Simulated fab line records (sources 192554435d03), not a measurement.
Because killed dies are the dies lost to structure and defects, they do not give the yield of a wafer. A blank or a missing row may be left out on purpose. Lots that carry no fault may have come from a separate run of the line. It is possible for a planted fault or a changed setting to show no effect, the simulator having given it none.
3 desks, one fault    flow n5_finfet    every desk sees just its own numbers, and what lay behind them comes last

METROLOGY DESK
What the gauges read for every lot (on any tool): the sampled wafers with a number, averaged. Marked OUT: a lot whose mean sits more than 4 standard deviations from the usual mean, which makes it out of limits; the brackets give that distance. Readings shown: 7 of its 11, picked as those furthest out on some lot.
Columns: A = DIBL_N at N5_BEOL_M4_RC_MEAS_101, usual 36.5 mV/V; B = IOFF_P at N5_BEOL_M4_RC_MEAS_101, usual 0.22 nA/um; C = ION_P at N5_BEOL_M4_RC_MEAS_101, usual 461 uA/um; D = SS_N at N5_BEOL_M4_RC_MEAS_101, usual 71.6 mV/dec; E = SS_P at N5_BEOL_M4_RC_MEAS_101, usual 73.5 mV/dec; F = VT_N at N5_BEOL_M4_RC_MEAS_101, usual 250 mV; G = VT_P at N5_BEOL_M4_RC_MEAS_101, usual -250 mV
lot   first seen here  A     B     C    D     E     F    G
L190  day 1 13:40      33.2  0.14  450  70.5  72.2  257  -258
L194  day 2 13:44      36.2  0.23  463  72.0  73.2  252  -249
L198  day 3 13:44      34.1  0.18  457  71.5  72.9  252  -253
L210  day 6 13:43      37.1  0.28  476  71.5  74.4  248  -242
L212  day 7 01:52      37.7  0.24  466  72.0  73.7  249  -249
L213  day 7 07:50      37.2  0.23  463  72.2  74.0  248  -248
Finding of this desk: none of the 6 lots has anything out of limits.

THE DEFECT DESK
Inspection counts along the route, by lot: the mean over sampled wafers that carry a number. Marked OUT: a lot whose mean sits more than 4 standard deviations from the usual mean, which makes it out of limits; the brackets give that distance.
Columns: A = raw_defect_count at N5_WELL_APT_INSPECT_10, usual 2.1
lot   first seen here  A
L190  day 1 13:41      1.3
L194  day 2 13:46      1.5
L198  day 3 13:46      2.7
L210  day 6 13:44      2.0
L212  day 7 01:53      3.0
L213  day 7 07:52      1.3
Finding of this desk: none of the 6 lots has anything out of limits.

TOOL OWNER'S DESK, litho_track-03
The tool's own readings at N5_WELL_APT_DEVELOP_24 (develop time 45 s): means of the sampled wafers that have a number, for each lot that ran on this tool. Marked OUT: a lot whose mean sits more than 4 standard deviations from the usual mean, which makes it out of limits; the brackets give that distance.
Columns: A = resist_line_temp_C at N5_WELL_APT_DEVELOP_24, usual 23.01 C
lot   first seen here  A
L194  day 2 14:43      22.80
L198  day 3 14:50      23.21
L210  day 6 14:50      23.07
L212  day 7 02:55      23.01
L213  day 7 08:58      23.01
Finding of this desk: none of the 5 lots has anything out of limits.

PUT TOGETHER
At the metrology desk, nothing out of limits was observed.
Nothing the defect desk looked at was out of limits.
Nothing out of limits was seen by the tool owner's desk.

WHAT THE SIMULATOR HAD PUT IN
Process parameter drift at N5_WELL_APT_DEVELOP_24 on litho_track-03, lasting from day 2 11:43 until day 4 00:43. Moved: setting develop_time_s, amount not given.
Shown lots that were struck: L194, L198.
